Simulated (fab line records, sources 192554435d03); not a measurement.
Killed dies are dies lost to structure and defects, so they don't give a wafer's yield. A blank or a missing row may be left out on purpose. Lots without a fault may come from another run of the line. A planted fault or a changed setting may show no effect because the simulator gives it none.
Which tool did it? | flow n5_finfet | 24 lots, 72 wafers sampled, at 5 steps of a route of 1938

WHAT THE GAUGES READ, wafer by wafer
N5_SD_EPI_P_OVL_MEAS_10.
lot  | measured    | on         | SD_P_BLK_OVL (nm)
L074 | day 3 09:51 | overlay-01 | -1.4 -1.6 -0.5
L075 | day 3 13:29 | overlay-02 | 0.4 -1.0 -0.1
L076 | day 3 18:34 | overlay-02 | -1.3 -0.6 -0.6
L077 | day 3 23:55 | overlay-01 | 0.2 0.0 -0.5
L078 | day 4 08:46 | overlay-02 | 0.0 -1.9 -1.2
L079 | day 4 11:02 | overlay-02 | 0.1 -0.6 -1.6
L080 | day 4 18:56 | overlay-01 | -0.1 0.7 0.3
L081 | day 5 02:33 | overlay-02 | -1.7 -0.9 -0.9
L082 | day 5 10:23 | overlay-02 | -1.5 -1.4 -0.7
L083 | day 5 15:10 | overlay-02 | 0.1 -0.7 -0.9
L084 | day 5 23:25 | overlay-01 | -1.6 -2.4 -1.5
L085 | day 6 05:14 | overlay-01 | -1.7 -0.7 -1.2
L086 | day 6 09:25 | overlay-02 | -1.1 -0.7 -0.5
L087 | day 6 15:04 | overlay-01 | -1.7 -0.7 -1.3
L088 | day 6 17:41 | overlay-01 | -0.2 -0.7 -0.9
L089 | day 6 23:46 | overlay-01 | 0.3 0.5 1.1
L090 | day 7 04:58 | overlay-02 | -0.5 -0.2 -1.8
L091 | day 7 10:24 | overlay-01 | -0.5 0.1 -0.8
L092 | day 7 17:53 | overlay-02 | -1.2 -0.5 -0.1
L093 | day 8 04:21 | overlay-02 | 0.3 -0.7 0.1
L094 | day 8 05:21 | overlay-02 | -1.3 -1.1 0.1
L095 | day 8 17:10 | overlay-01 | -1.6 -1.1 -1.0
L096 | day 8 17:20 | overlay-01 | -0.6 0.4 -1.2
L097 | day 9 02:24 | overlay-02 | -0.1 0.2 0.9

N5_ILD0_THK_MEAS_08.
lot  | measured    | on            | thk_nm (nm)
L074 | day 3 18:45 | film_metro-01 | 139.0 137.6 137.7
L075 | day 3 21:31 | film_metro-02 | 139.7 138.7 139.7
L076 | day 4 02:49 | film_metro-01 | 137.7 138.1 138.1
L077 | day 4 07:32 | film_metro-02 | 138.1 138.5 138.0
L078 | day 4 17:43 | film_metro-02 | 138.9 139.3 138.4
L079 | day 4 19:49 | film_metro-01 | 140.9 139.2 140.5
L080 | day 5 03:30 | film_metro-02 | 140.4 139.9 140.2
L081 | day 5 10:07 | film_metro-01 | 138.7 141.3 138.9
L082 | day 5 19:07 | film_metro-01 | 138.4 138.8 139.5
L083 | day 6 00:40 | film_metro-01 | 138.4 139.0 138.1
L084 | day 6 08:59 | film_metro-01 | 138.8 139.7 139.1
L085 | day 6 16:10 | film_metro-01 | 139.6 139.4 139.2
L086 | day 6 17:43 | film_metro-01 | 138.3 138.7 138.3
L087 | day 7 00:59 | film_metro-02 | 140.0 140.8 139.6
L088 | day 7 01:35 | film_metro-01 | 139.9 139.4 139.2
L089 | day 7 08:20 | film_metro-02 | 140.2 138.6 139.0
L090 | day 7 14:29 | film_metro-02 | 137.5 137.4 137.3
L091 | day 7 21:56 | film_metro-02 | 140.3 138.0 138.3
L092 | day 8 01:35 | film_metro-02 | 139.3 138.8 139.4
L093 | day 8 12:46 | film_metro-01 | 140.9 140.4 140.3
L094 | day 8 13:15 | film_metro-02 | 139.4 138.2 139.1
L095 | day 9 01:58 | film_metro-01 | 139.9 139.3 138.9
L096 | day 9 01:35 | film_metro-01 | 138.4 137.7 138.2
L097 | day 9 12:36 | film_metro-02 | 139.8 138.2 138.9

WHICH TOOL RAN EACH LOT (tool, then ch and the chambers of the sampled wafers, then the start)
lot  | N5_STI_FIN_REVEAL_DENSIFY_30    | N5_STI_FIN_REVEAL_OXIDATION_31      | N5_DUMMY_GATE_ETCH_23
L074 | rtp_anneal-01 ch 0, day 2 14:04 | plasma_asher-01 ch 0,1, day 2 16:47 | rie_si-02 ch 0,1, day 3 02:42
L075 | rtp_anneal-01 ch 0, day 2 18:21 | plasma_asher-01 ch 0,1, day 2 21:00 | rie_si-06 ch 0,1,2, day 3 07:39
L076 | rtp_anneal-01 ch 0, day 2 21:26 | plasma_asher-02 ch 0,1, day 3 00:06 | rie_si-05 ch 0,2,3, day 3 12:46
L077 | rtp_anneal-02 ch 0, day 3 04:50 | plasma_asher-02 ch 0,1, day 3 07:32 | rie_si-02 ch 1,2, day 3 17:58
L078 | rtp_anneal-02 ch 0, day 3 10:21 | plasma_asher-01 ch 0,1, day 3 12:59 | rie_si-02 ch 1,2,3, day 3 22:59
L079 | rtp_anneal-02 ch 0, day 3 15:53 | plasma_asher-01 ch 0,1, day 3 18:31 | rie_si-02 ch 0,1,3, day 4 04:28
L080 | rtp_anneal-02 ch 0, day 3 22:44 | plasma_asher-02 ch 0,1, day 4 01:22 | rie_si-05 ch 0,2, day 4 12:12
L081 | rtp_anneal-02 ch 0, day 4 06:25 | plasma_asher-02 ch 0,1, day 4 09:02 | rie_si-05 ch 1,2,3, day 4 19:56
L082 | rtp_anneal-01 ch 0, day 4 12:23 | plasma_asher-02 ch 0,1, day 4 15:30 | rie_si-06 ch 2,3, day 5 01:28
L083 | rtp_anneal-02 ch 0, day 4 17:23 | plasma_asher-02 ch 0,1, day 4 19:57 | rie_si-05 ch 0,1,3, day 5 08:26
L084 | rtp_anneal-01 ch 0, day 4 23:14 | plasma_asher-02 ch 0,1, day 5 01:49 | rie_si-02 ch 0,3, day 5 16:52
L085 | rtp_anneal-01 ch 0, day 5 10:38 | plasma_asher-01 ch 0,1, day 5 13:13 | rie_si-02 ch 1,2, day 5 23:19
L086 | rtp_anneal-01 ch 0, day 5 14:28 | plasma_asher-01 ch 0,1, day 5 17:05 | rie_si-05 ch 0,1,2, day 6 03:31
L087 | rtp_anneal-01 ch 0, day 5 17:48 | plasma_asher-02 ch 0,1, day 5 20:26 | rie_si-06 ch 1,2, day 6 07:49
L088 | rtp_anneal-02 ch 0, day 5 21:56 | plasma_asher-01 ch 0,1, day 6 00:36 | rie_si-05 ch 0,1,3, day 6 11:44
L089 | rtp_anneal-01 ch 0, day 6 03:34 | plasma_asher-02 ch 0,1, day 6 06:11 | rie_si-06 ch 0,1,2, day 6 17:19
L090 | rtp_anneal-02 ch 0, day 6 08:43 | plasma_asher-01 ch 0,1, day 6 11:24 | rie_si-02 ch 1,3, day 6 21:31
L091 | rtp_anneal-01 ch 0, day 6 15:55 | plasma_asher-02 ch 0,1, day 6 18:38 | rie_si-05 ch 0,2, day 7 04:35
L092 | rtp_anneal-01 ch 0, day 6 22:07 | plasma_asher-01 ch 0,1, day 7 00:46 | rie_si-05 ch 1,2,3, day 7 11:02
L093 | rtp_anneal-01 ch 0, day 7 09:49 | plasma_asher-02 ch 0,1, day 7 12:28 | rie_si-05 ch 0,2, day 7 22:25
L094 | rtp_anneal-01 ch 0, day 7 10:17 | plasma_asher-02 ch 0,1, day 7 13:05 | rie_si-02 ch 1,2,3, day 7 23:14
L095 | rtp_anneal-01 ch 0, day 7 18:52 | plasma_asher-01 ch 0,1, day 7 23:04 | rie_si-05 ch 0,2,3, day 8 09:36
L096 | rtp_anneal-02 ch 0, day 7 22:25 | plasma_asher-01 ch 0,1, day 8 01:01 | rie_si-06 ch 0,2, day 8 11:02
L097 | rtp_anneal-02 ch 0, day 8 04:34 | plasma_asher-01 ch 0,1, day 8 07:14 | rie_si-02 ch 0,1,3, day 8 19:31
- N5_STI_FIN_REVEAL_DENSIFY_30
- N5_STI_FIN_REVEAL_OXIDATION_31: chemistry O2 PLASMA REMOTE, time 20 s.
- N5_DUMMY_GATE_ETCH_23: etches poly-Si in HBr/Cl2/O2, target depth 41 nm, time 22.3 s.

WHAT THE TOOLS THEMSELVES READ (means of the sampled wafers that have a number; where no wafer has one, the mark that the record gives instead)
N5_STI_FIN_REVEAL_DENSIFY_30.
lot  | tool          | lamp_power_pct (%) | lamp_zone_4_pct (%) | lamp_zone_5_pct (%)
L074 | rtp_anneal-01 | 11.56              | 11.526              | 11.540
L075 | rtp_anneal-01 | 11.52              | 11.542              | 11.532
L076 | rtp_anneal-01 | 11.50              | 11.502              | 11.535
L077 | rtp_anneal-02 | 11.57              | 11.541              | 11.557
L078 | rtp_anneal-02 | 11.56              | 11.517              | 11.532
L079 | rtp_anneal-02 | 11.57              | 11.501              | 11.533
L080 | rtp_anneal-02 | 11.52              | 11.516              | 11.513
L081 | rtp_anneal-02 | 11.53              | 11.515              | 11.534
L082 | rtp_anneal-01 | 11.56              | 11.529              | 11.545
L083 | rtp_anneal-02 | 11.59              | 11.527              | 11.525
L084 | rtp_anneal-01 | 11.54              | 11.528              | 11.531
L085 | rtp_anneal-01 | 11.54              | 11.528              | 11.529
L086 | rtp_anneal-01 | 11.57              | 11.501              | 11.544
L087 | rtp_anneal-01 | 11.57              | 11.522              | 11.529
L088 | rtp_anneal-02 | 11.54              | 11.528              | 11.520
L089 | rtp_anneal-01 | 11.51              | 11.524              | 11.549
L090 | rtp_anneal-02 | 11.51              | 11.517              | 11.548
L091 | rtp_anneal-01 | 11.57              | 11.525              | 11.530
L092 | rtp_anneal-01 | 11.58              | 11.504              | 11.535
L093 | rtp_anneal-01 | 11.54              | 11.528              | 11.533
L094 | rtp_anneal-01 | 11.49              | 11.532              | 11.536
L095 | rtp_anneal-01 | 11.54              | 11.524              | 11.529
L096 | rtp_anneal-02 | 11.55              | 11.519              | 11.542
L097 | rtp_anneal-02 | 11.56              | 11.495              | 11.540

N5_STI_FIN_REVEAL_OXIDATION_31.
lot  | tool            | drypump_motor_current_A (A) | heater_power_w (W)
L074 | plasma_asher-01 | 5.38                        | 152
L075 | plasma_asher-01 | 5.37                        | 150
L076 | plasma_asher-02 | 5.53                        | 148
L077 | plasma_asher-02 | 5.52                        | 148
L078 | plasma_asher-01 | 5.46                        | 157
L079 | plasma_asher-01 | 5.47                        | 156
L080 | plasma_asher-02 | 5.50                        | 147
L081 | plasma_asher-02 | 5.62                        | 155
L082 | plasma_asher-02 | 5.61                        | 158
L083 | plasma_asher-02 | 5.62                        | 156
L084 | plasma_asher-02 | 5.62                        | 157
L085 | plasma_asher-01 | 5.50                        | 156
L086 | plasma_asher-01 | 5.37                        | 152
L087 | plasma_asher-02 | 5.51                        | 149
L088 | plasma_asher-01 | 5.38                        | 149
L089 | plasma_asher-02 | 5.52                        | 148
L090 | plasma_asher-01 | 5.36                        | 150
L091 | plasma_asher-02 | 5.63                        | 157
L092 | plasma_asher-01 | 5.38                        | 153
L093 | plasma_asher-02 | 5.62                        | 152
L094 | plasma_asher-02 | 5.53                        | 149
L095 | plasma_asher-01 | 5.48                        | 156
L096 | plasma_asher-01 | 5.38                        | 149
L097 | plasma_asher-01 | 5.48                        | 154

N5_DUMMY_GATE_ETCH_23.
lot  | tool      | drypump_motor_current_A (A) | oes_product_au (a.u.) | throttle_valve_pct (%)
L074 | rie_si-02 | 5.2                         | 1.018                 | 37.13
L075 | rie_si-06 | 5.7                         | 0.997                 | 37.32
L076 | rie_si-05 | 5.8                         | 1.005                 | 37.39
L077 | rie_si-02 | 6.0                         | 1.004                 | 37.52
L078 | rie_si-02 | 6.3                         | 0.991                 | 37.50
L079 | rie_si-02 | 5.7                         | 0.995                 | 37.26
L080 | rie_si-05 | 6.1                         | 1.015                 | 37.38
L081 | rie_si-05 | 5.6                         | 0.988                 | 37.33
L082 | rie_si-06 | 5.7                         | 1.005                 | 37.25
L083 | rie_si-05 | 5.7                         | 1.005                 | 37.29
L084 | rie_si-02 | 5.5                         | 1.003                 | 37.14
L085 | rie_si-02 | 6.4                         | 1.014                 | 37.57
L086 | rie_si-05 | 5.9                         | 1.000                 | 37.31
L087 | rie_si-06 | 5.7                         | 0.994                 | 37.27
L088 | rie_si-05 | 5.7                         | 0.987                 | 37.30
L089 | rie_si-06 | 5.7                         | 0.988                 | 37.32
L090 | rie_si-02 | 6.3                         | 0.978                 | 37.40
L091 | rie_si-05 | 6.1                         | 1.010                 | 37.38
L092 | rie_si-05 | 5.6                         | 1.004                 | 37.32
L093 | rie_si-05 | 6.1                         | 1.010                 | 37.40
L094 | rie_si-02 | 6.3                         | 0.996                 | 37.50
L095 | rie_si-05 | 5.8                         | 1.008                 | 37.39
L096 | rie_si-06 | 5.7                         | 1.004                 | 37.29
L097 | rie_si-02 | 5.7                         | 0.992                 | 37.27

THE ANSWER, worked out from the rows above alone
Rule: what is usual is taken from the lots themselves. Put in order of their means at a reading, lots are off if they are a third of the lots or fewer, leave a main group of 4 or more, and stand apart from it by a gap of 3 or more times the standard deviation of the main group's means; of several such gaps the widest counts. A main group whose means are all the same, to the digits that the tables above print for the reading, isn't used. A lot without any number at a reading at which 4 lots or more have one is off too. The other lots that the step has rows for count as sound. The gauges are gone through in route order, then the tools' own readings, and for those a lot's mean is taken as printed above. The first step at which some lot is off is used, and at that step the reading that is off furthest; a lot without a number counts as furthest.
No lot is off at any reading shown: from this, nothing can be told.

WHAT THE SIMULATOR HAD PUT IN
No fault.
